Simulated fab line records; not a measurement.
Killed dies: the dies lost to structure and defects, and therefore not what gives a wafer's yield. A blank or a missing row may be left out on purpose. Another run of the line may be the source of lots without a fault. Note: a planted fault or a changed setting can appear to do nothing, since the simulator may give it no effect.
Which tool is to blame? | flow nandHarc | Sampling: 20 lots, 60 wafers, 6 of 1159 route steps

## WHAT EACH GAUGE READ, for each wafer
Not one reading of a measure or inspect step in the record can be checked against a usual standard deviation.

## WHICH TOOL RAN EACH LOT (tool, then ch and the chambers of the sampled wafers, then the start)
lot  | NHARC_A_STAIRCASE_STRIP_175         | NHARC_A_STAIRCASE_TRIM_187        | NHARC_A_STAIRCASE_DESCUM_219      | NHARC_A_STAIRCASE_TRIM_224                   | NHARC_A_STAIRCASE_ETCH_313        | NHARC_A_STAIRCASE_STRIP_316
L074 | plasmaAsher-02 ch 0,1, day 10 19:23 | rieDiel-13 ch 0,2,3, day 10 20:50 | rieDiel-13 ch 2,3, day 11 00:26   | rieDiel-13 ch 1,2,3, day 11 18:53 or earlier | rieDiel-08 ch 1,2, day 11 18:53   | rieDiel-08 ch 1,2,3, no start
L075 | plasmaAsher-01 ch 0,1, day 11 07:51 | rieDiel-05 ch 0,1,3, day 11 09:22 | rieDiel-05 ch 0,1,2, day 11 13:07 | rieDiel-05 ch 0,3, day 12 03:17 or earlier   | rieDiel-05 ch 0,1, day 12 03:17   | rieDiel-05 ch 1,2,3, no start
L076 | plasmaAsher-02 ch 0,1, day 11 08:16 | rieDiel-05 ch 1,3, day 11 09:55   | rieDiel-05 ch 0,1,2, day 11 13:34 | rieDiel-05 ch 0,3, day 12 04:21 or earlier   | rieDiel-13 ch 1,2, day 12 04:21   | rieDiel-13 ch 1,3, no start
L078 | plasmaAsher-02 ch 0,1, day 11 16:13 | rieDiel-05 ch 1,2,3, day 11 17:42 | rieDiel-05 ch 0,2,3, day 11 21:28 | rieDiel-05 ch 0,1,2, day 12 10:45 or earlier | rieDiel-05 ch 0,1, day 12 10:45   | rieDiel-05 ch 0,1, no start
L077 | plasmaAsher-02 ch 0,1, day 11 16:37 | rieDiel-13 ch 1,2, day 11 18:05   | rieDiel-08 ch 0,1,3, day 11 22:11 | rieDiel-08 ch 0,2,3, day 12 13:10 or earlier | rieDiel-05 ch 1,2, day 12 13:10   | rieDiel-05 ch 2,3, no start
L080 | plasmaAsher-02 ch 0,1, day 12 21:12 | rieDiel-08 ch 0,1,2, day 12 22:50 | rieDiel-13 ch 1,2,3, day 13 02:56 | rieDiel-13 ch 1,2,3, day 14 01:59 or earlier | rieDiel-05 ch 0,1,3, day 14 01:59 | rieDiel-05 ch 0,1,3, no start
L081 | plasmaAsher-02 ch 0,1, day 12 21:34 | rieDiel-13 ch 1,2,3, day 12 23:13 | rieDiel-05 ch 1,3, day 13 03:09   | rieDiel-05 ch 1,3, day 14 03:42 or earlier   | rieDiel-05 ch 0,1,3, day 14 03:42 | rieDiel-05 ch 1,2,3, no start
L083 | plasmaAsher-02 ch 0, day 13 00:57   | rieDiel-13 ch 0,2,3, day 13 02:34 | rieDiel-13 ch 0,1,2, day 13 06:25 | rieDiel-13 ch 2,3, day 14 06:27 or earlier   | rieDiel-13 ch 0,1,2, day 14 06:27 | rieDiel-13 ch 1,2,3, no start
L085 | plasmaAsher-02 ch 0,1, day 13 10:49 | rieDiel-08 ch 1,2,3, day 13 12:25 | rieDiel-13 ch 0,1,3, day 13 17:17 | rieDiel-13 ch 0,2,3, day 14 10:50 or earlier | rieDiel-08 ch 0,1,3, day 14 10:50 | rieDiel-08 ch 1,2,3, no start
L087 | plasmaAsher-01 ch 1, day 14 03:44   | rieDiel-05 ch 0,2,3, day 14 05:17 | rieDiel-08 ch 1,2,3, day 14 09:40 | rieDiel-08 ch 0,3, day 15 01:31 or earlier   | rieDiel-08 ch 1,2, day 15 01:31   | rieDiel-08 ch 1,2, no start
L086 | plasmaAsher-02 ch 0,1, day 14 05:47 | rieDiel-05 ch 1,2,3, day 14 07:25 | rieDiel-08 ch 1,3, day 14 11:53   | rieDiel-08 ch 2,3, day 15 01:17 or earlier   | rieDiel-13 ch 0,2, day 15 01:17   | rieDiel-13 ch 2,3, no start
L088 | plasmaAsher-02 ch 1, day 14 08:51   | rieDiel-05 ch 0,2,3, day 14 10:19 | rieDiel-08 ch 0,1, day 14 15:45   | rieDiel-08 ch 2,3, day 15 04:40 or earlier   | rieDiel-13 ch 1,2,3, day 15 04:40 | rieDiel-13 ch 0,2, no start
L090 | plasmaAsher-02 ch 0,1, day 14 13:57 | rieDiel-05 ch 0,3, day 14 15:35   | rieDiel-05 ch 0,2,3, day 14 19:13 | rieDiel-05 ch 0,1,2, day 15 07:52 or earlier | rieDiel-08 ch 0,2,3, day 15 07:52 | rieDiel-08 ch 1,2,3, no start
L091 | plasmaAsher-01 ch 0,1, day 15 02:22 | rieDiel-13 ch 0,1,3, day 15 04:00 | rieDiel-08 ch 0,1,3, day 15 08:08 | rieDiel-08 ch 1,2,3, day 16 01:02 or earlier | rieDiel-05 ch 1,2, day 16 01:02   | rieDiel-05 ch 1,2, no start
L089 | plasmaAsher-02 ch 0,1, day 15 03:04 | rieDiel-05 ch 0,2,3, day 15 04:34 | rieDiel-13 ch 0,1, day 15 08:23   | rieDiel-13 ch 2,3, day 15 22:05 or earlier   | rieDiel-05 ch 0,1, day 15 22:05   | rieDiel-05 ch 0,2, no start
L092 | plasmaAsher-02 ch 0,1, day 15 09:18 | rieDiel-13 ch 0,1,2, day 15 10:43 | rieDiel-13 ch 2,3, day 15 14:48   | rieDiel-13 ch 1,2,3, day 16 07:07 or earlier | rieDiel-05 ch 0,1,2, day 16 07:07 | rieDiel-05 ch 0,1,2, no start
L094 | plasmaAsher-01 ch 0,1, day 15 14:33 | rieDiel-13 ch 0,1,2, day 15 16:11 | rieDiel-13 ch 1,2, day 15 20:22   | rieDiel-13 ch 1,3, day 16 11:59 or earlier   | rieDiel-05 ch 2,3, day 16 11:59   | rieDiel-05 ch 1,2, no start
L093 | plasmaAsher-02 ch 0, day 15 18:04   | rieDiel-08 ch 1,2,3, day 15 21:04 | rieDiel-08 ch 0,1,2, day 16 00:50 | rieDiel-08 ch 0,1,2, day 16 17:33 or earlier | rieDiel-08 ch 2,3, day 16 17:33   | rieDiel-08 ch 1,3, no start
L095 | plasmaAsher-02 ch 0,1, day 16 11:47 | rieDiel-08 ch 0,2,3, day 16 13:20 | rieDiel-13 ch 0,3, day 16 17:00   | rieDiel-13 ch 0,1,3, day 17 10:49 or earlier | rieDiel-05 ch 1,3, day 17 10:49   | rieDiel-05 ch 2,3, no start
L097 | plasmaAsher-01 ch 0,1, day 16 13:40 | rieDiel-05 ch 0,1, day 16 15:14   | rieDiel-13 ch 1,2, day 16 20:17   | rieDiel-13 ch 0,1,3, day 17 12:20 or earlier | rieDiel-08 ch 0,1, day 17 12:20   | rieDiel-08 ch 0,3, no start
- NHARC_A_STAIRCASE_STRIP_175: strips in O2.
- NHARC_A_STAIRCASE_TRIM_187: chemistry O2, time 211.2 s.
- NHARC_A_STAIRCASE_DESCUM_219: chemistry O2, time 3 s.
- NHARC_A_STAIRCASE_TRIM_224: chemistry O2, time 211.2 s.
- NHARC_A_STAIRCASE_ETCH_313: etches the open film in CF4/CHF3.
- NHARC_A_STAIRCASE_STRIP_316: strips in O2.

## WHAT THE TOOLS THEMSELVES READ (means of the sampled wafers that have a number; where no wafer has one, the mark that the record gives instead)
NHARC_A_STAIRCASE_STRIP_175.
lot  | tool           | drypumpMotorCurrentA (A) | heaterPowerW (W)
L074 | plasmaAsher-02 | 6.1                      | 329
L075 | plasmaAsher-01 | 5.2                      | 361
L076 | plasmaAsher-02 | 6.1                      | 334
L078 | plasmaAsher-02 | 6.0                      | 344
L077 | plasmaAsher-02 | 6.0                      | 340
L080 | plasmaAsher-02 | 6.1                      | 331
L081 | plasmaAsher-02 | 6.0                      | 347
L083 | plasmaAsher-02 | 6.2                      | 317
L085 | plasmaAsher-02 | 6.1                      | 334
L087 | plasmaAsher-01 | 5.7                      | 397
L086 | plasmaAsher-02 | 5.9                      | 340
L088 | plasmaAsher-02 | 5.9                      | 357
L090 | plasmaAsher-02 | 6.1                      | 332
L091 | plasmaAsher-01 | 5.2                      | 357
L089 | plasmaAsher-02 | 5.9                      | 343
L092 | plasmaAsher-02 | 6.0                      | 346
L094 | plasmaAsher-01 | 5.5                      | 383
L093 | plasmaAsher-02 | 6.2                      | 319
L095 | plasmaAsher-02 | 6.1                      | 330
L097 | plasmaAsher-01 | 5.5                      | 387

NHARC_A_STAIRCASE_TRIM_187.
lot  | tool       | drypumpMotorCurrentA (A) | oesProductAu (a.u.) | rfVppV (V) | showerheadPlenumPTorr (Torr) | throttleValvePct (%)
L074 | rieDiel-13 | 5.8                      | 1.006               | 58.5       | 3.54                         | 17.041
L075 | rieDiel-05 | 5.9                      | 0.989               | 58.4       | 3.51                         | 17.044
L076 | rieDiel-05 | 6.0                      | 0.998               | 58.0       | 3.52                         | 17.044
L078 | rieDiel-05 | 6.2                      | 1.000               | 58.5       | 3.53                         | 17.044
L077 | rieDiel-13 | 5.7                      | 1.002               | 57.7       | 3.46                         | 17.040
L080 | rieDiel-08 | 5.5                      | 1.004               | 57.3       | 3.36                         | 17.043
L081 | rieDiel-13 | 5.7                      | 0.980               | 57.6       | 3.56                         | 17.035
L083 | rieDiel-13 | 5.8                      | 1.000               | 58.4       | 3.53                         | 17.038
L085 | rieDiel-08 | 5.4                      | 1.010               | 58.0       | 3.32                         | 17.042
L087 | rieDiel-05 | 5.8                      | 0.993               | 57.8       | 3.41                         | 17.041
L086 | rieDiel-05 | 6.2                      | 1.010               | 57.6       | 3.52                         | 17.036
L088 | rieDiel-05 | 5.8                      | 1.004               | 57.5       | 3.41                         | 17.032
L090 | rieDiel-05 | 5.7                      | 1.002               | 57.2       | 3.40                         | 17.038
L091 | rieDiel-13 | 6.1                      | 0.996               | 58.7       | 3.51                         | 17.034
L089 | rieDiel-05 | 5.8                      | 1.005               | 58.2       | 3.41                         | 17.036
L092 | rieDiel-13 | 5.7                      | 0.991               | 58.5       | 3.41                         | 17.039
L094 | rieDiel-13 | 5.7                      | 0.997               | 57.8       | 3.41                         | 17.036
L093 | rieDiel-08 | 5.4                      | 1.013               | 57.3       | 3.31                         | 17.040
L095 | rieDiel-08 | 5.3                      | 1.007               | 57.5       | 3.33                         | 17.031
L097 | rieDiel-05 | 5.8                      | 1.005               | 57.5       | 3.48                         | 17.039

NHARC_A_STAIRCASE_DESCUM_219.
lot  | tool       | drypumpMotorCurrentA (A) | oesProductAu (a.u.) | rfVppV (V) | showerheadPlenumPTorr (Torr) | throttleValvePct (%)
L074 | rieDiel-13 | 5.4                      | 0.999               | 57.8       | 1.94                         | 11.302
L075 | rieDiel-05 | 6.0                      | 0.997               | 57.7       | 1.91                         | 11.312
L076 | rieDiel-05 | 6.0                      | 1.002               | 58.4       | 1.91                         | 11.312
L078 | rieDiel-05 | 5.7                      | 0.997               | 58.2       | 1.85                         | 11.309
L077 | rieDiel-08 | 5.6                      | 1.013               | 56.6       | 1.80                         | 11.314
L080 | rieDiel-13 | 5.7                      | 0.998               | 58.0       | 1.93                         | 11.319
L081 | rieDiel-05 | 6.0                      | 1.001               | 58.3       | 1.91                         | 11.309
L083 | rieDiel-13 | 5.7                      | 0.987               | 56.7       | 1.85                         | 11.311
L085 | rieDiel-13 | 6.1                      | 0.991               | 57.7       | 1.91                         | 11.316
L087 | rieDiel-08 | 5.4                      | 1.005               | 56.8       | 1.79                         | 11.313
L086 | rieDiel-08 | 5.5                      | 1.013               | 56.0       | 1.78                         | 11.310
L088 | rieDiel-08 | 5.8                      | 1.000               | 56.4       | 1.80                         | 11.309
L090 | rieDiel-05 | 5.8                      | 1.002               | 58.1       | 1.84                         | 11.313
L091 | rieDiel-08 | 5.6                      | 1.016               | 57.5       | 1.79                         | 11.311
L089 | rieDiel-13 | 6.1                      | 0.988               | 57.8       | 1.84                         | 11.313
L092 | rieDiel-13 | 5.8                      | 0.986               | 57.1       | 1.99                         | 11.310
L094 | rieDiel-13 | 5.7                      | 0.989               | 58.4       | 1.86                         | 11.326
L093 | rieDiel-08 | 5.5                      | 1.000               | 57.2       | 1.81                         | 11.309
L095 | rieDiel-13 | 6.2                      | 1.005               | 58.4       | 1.96                         | 11.316
L097 | rieDiel-13 | 5.7                      | 0.982               | 58.1       | 1.85                         | 11.309

NHARC_A_STAIRCASE_TRIM_224.
lot  | tool       | drypumpMotorCurrentA (A) | oesProductAu (a.u.) | rfVppV (V) | showerheadPlenumPTorr (Torr) | throttleValvePct (%)
L074 | rieDiel-13 | 5.7                      | 0.992               | 58.5       | 3.57                         | 17.037
L075 | rieDiel-05 | 5.7                      | 0.990               | 56.7       | 3.41                         | 17.028
L076 | rieDiel-05 | 5.5                      | 0.988               | 58.2       | 3.40                         | 17.031
L078 | rieDiel-05 | 6.0                      | 0.994               | 57.6       | 3.52                         | 17.037
L077 | rieDiel-08 | 5.2                      | 1.001               | 56.9       | 3.35                         | 17.039
L080 | rieDiel-13 | 5.7                      | 0.980               | 58.1       | 3.56                         | 17.029
L081 | rieDiel-05 | 6.3                      | 0.996               | 57.0       | 3.61                         | 17.040
L083 | rieDiel-13 | 5.4                      | 0.988               | 58.1       | 3.56                         | 17.023
L085 | rieDiel-13 | 5.8                      | 1.005               | 58.0       | 3.53                         | 17.044
L087 | rieDiel-08 | 5.4                      | 1.010               | 57.0       | 3.34                         | 17.039
L086 | rieDiel-08 | 5.1                      | 0.994               | 56.8       | 3.33                         | 17.029
L088 | rieDiel-08 | 5.2                      | 1.001               | 57.1       | 3.31                         | 17.033
L090 | rieDiel-05 | 6.0                      | 1.009               | 58.4       | 3.50                         | 17.034
L091 | rieDiel-08 | 5.4                      | 1.009               | 58.0       | 3.32                         | 17.041
L089 | rieDiel-13 | 5.4                      | 0.993               | 58.3       | 3.55                         | 17.041
L092 | rieDiel-13 | 5.7                      | 0.990               | 57.4       | 3.55                         | 17.035
L094 | rieDiel-13 | 6.1                      | 0.984               | 56.8       | 3.65                         | 17.033
L093 | rieDiel-08 | 5.5                      | 0.995               | 57.6       | 3.34                         | 17.046
L095 | rieDiel-13 | 6.1                      | 0.989               | 57.8       | 3.51                         | 17.042
L097 | rieDiel-13 | 6.1                      | 1.004               | 57.3       | 3.50                         | 17.040

NHARC_A_STAIRCASE_ETCH_313.
lot  | tool       | chf3FlowSccm (sccm) | drypumpMotorCurrentA (A) | oesProductAu (a.u.) | rfFwdPowerW (W) | rfVppV (V) | showerheadPlenumPTorr (Torr) | throttleValvePct (%)
L074 | rieDiel-08 | 29.89               | 5.7                      | 0.933               | 497.2           | 368.0      | 1.49                         | 16.806
L075 | rieDiel-05 | 30.00               | 5.8                      | 0.956               | 499.0           | 370.1      | 1.56                         | 16.800
L076 | rieDiel-13 | 30.05               | 5.3                      | 0.959               | 499.9           | 370.0      | 1.55                         | 16.796
L078 | rieDiel-05 | 30.02               | 5.8                      | 0.912               | 499.2           | 370.6      | 1.56                         | 16.802
L077 | rieDiel-05 | 30.13               | 6.4                      | 0.936               | 498.5           | 371.4      | 1.61                         | 16.793
L080 | rieDiel-05 | 30.13               | 5.9                      | 0.925               | 496.8           | 369.8      | 1.56                         | 16.795
L081 | rieDiel-05 | 30.04               | 5.9                      | 0.921               | 497.0           | 369.6      | 1.56                         | 16.799
L083 | rieDiel-13 | 29.94               | 5.7                      | 0.921               | 497.5           | 369.1      | 1.52                         | 16.798
L085 | rieDiel-08 | 30.04               | 5.6                      | 0.925               | 497.7           | 367.8      | 1.48                         | 16.805
L087 | rieDiel-08 | 30.01               | 5.7                      | 0.925               | 499.8           | 367.9      | 1.48                         | 16.795
L086 | rieDiel-13 | 30.03               | 5.4                      | 0.914               | 496.0           | 369.9      | 1.52                         | 16.805
L088 | rieDiel-13 | 29.96               | 5.7                      | 0.909               | 496.0           | 370.7      | 1.58                         | 16.796
L090 | rieDiel-08 | 30.07               | 5.2                      | 0.929               | 497.0           | 367.9      | 1.48                         | 16.806
L091 | rieDiel-05 | 30.05               | 6.4                      | 0.975               | 498.9           | 371.6      | 1.61                         | 16.807
L089 | rieDiel-05 | 30.13               | 6.1                      | 0.963               | 498.4           | 370.2      | 1.60                         | 16.810
L092 | rieDiel-05 | 30.01               | 6.0                      | 0.967               | 497.7           | 370.0      | 1.56                         | 16.801
L094 | rieDiel-05 | 29.94               | 5.9                      | 0.971               | 496.9           | 368.7      | 1.52                         | 16.797
L093 | rieDiel-08 | 30.01               | 5.2                      | 0.924               | 496.5           | 368.0      | 1.47                         | 16.806
L095 | rieDiel-05 | 29.96               | 6.0                      | 0.925               | 496.8           | 369.9      | 1.56                         | 16.801
L097 | rieDiel-08 | 30.03               | 5.8                      | 0.983               | 496.7           | 367.6      | 1.48                         | 16.811

NHARC_A_STAIRCASE_STRIP_316.
lot  | tool       | drypumpMotorCurrentA (A) | oesProductAu (a.u.) | rfVppV (V) | showerheadPlenumPTorr (Torr) | throttleValvePct (%)
L074 | rieDiel-08 | 5.4                      | 1.009               | 57.0       | 3.33                         | 17.041
L075 | rieDiel-05 | 6.1                      | 1.012               | 58.5       | 3.53                         | 17.040
L076 | rieDiel-13 | 6.1                      | 0.988               | 58.3       | 3.56                         | 17.031
L078 | rieDiel-05 | 5.8                      | 0.986               | 57.2       | 3.50                         | 17.036
L077 | rieDiel-05 | 6.0                      | 1.003               | 58.4       | 3.44                         | 17.042
L080 | rieDiel-05 | 5.9                      | 0.995               | 57.3       | 3.50                         | 17.031
L081 | rieDiel-05 | 6.1                      | 1.006               | 57.9       | 3.52                         | 17.042
L083 | rieDiel-13 | 5.7                      | 0.990               | 57.2       | 3.56                         | 17.033
L085 | rieDiel-08 | 5.4                      | 1.004               | 57.0       | 3.32                         | 17.040
L087 | rieDiel-08 | 5.7                      | 1.001               | 57.6       | 3.33                         | 17.036
L086 | rieDiel-13 | 5.4                      | 0.984               | 57.6       | 3.56                         | 17.041
L088 | rieDiel-13 | 5.8                      | 1.005               | 57.5       | 3.38                         | 17.050
L090 | rieDiel-08 | 5.4                      | 0.995               | 56.2       | 3.32                         | 17.037
L091 | rieDiel-05 | 6.4                      | 1.019               | 57.9       | 3.60                         | 17.037
L089 | rieDiel-05 | 5.9                      | 1.011               | 57.2       | 3.41                         | 17.044
L092 | rieDiel-05 | 6.0                      | 1.012               | 57.3       | 3.50                         | 17.045
L094 | rieDiel-05 | 6.4                      | 1.022               | 57.2       | 3.60                         | 17.035
L093 | rieDiel-08 | 5.8                      | 1.018               | 57.4       | 3.30                         | 17.029
L095 | rieDiel-05 | 5.9                      | 1.002               | 57.6       | 3.41                         | 17.035
L097 | rieDiel-08 | 5.3                      | 1.015               | 56.4       | 3.31                         | 17.035

## THE ANSWER, worked out from the rows above alone
Rule: what is usual is taken from the lots themselves. The widest of any qualifying gaps counts: lots, ordered by their means at a reading, are off when they make up no more than a third of the lots, leave a main group of 4 or more, and stand apart from it by 3 or more times the standard deviation of that group's means. A main group is skipped when, at the precision printed for the reading in the tables above, its means are all equal. Also off: a lot with no number at a reading for which 4 or more lots have one. All remaining lots with rows at the step are treated as sound. Order of review: gauges by route order, followed by the tools' own readings, for which a lot's mean as printed above is used. The first step at which some lot is off is used, and at that step the reading that is off furthest; a lot without a number counts as furthest.
No lot is off on any of the readings shown, so nothing can be concluded from this.

## WHAT HAD BEEN PUT IN BY THE SIMULATOR
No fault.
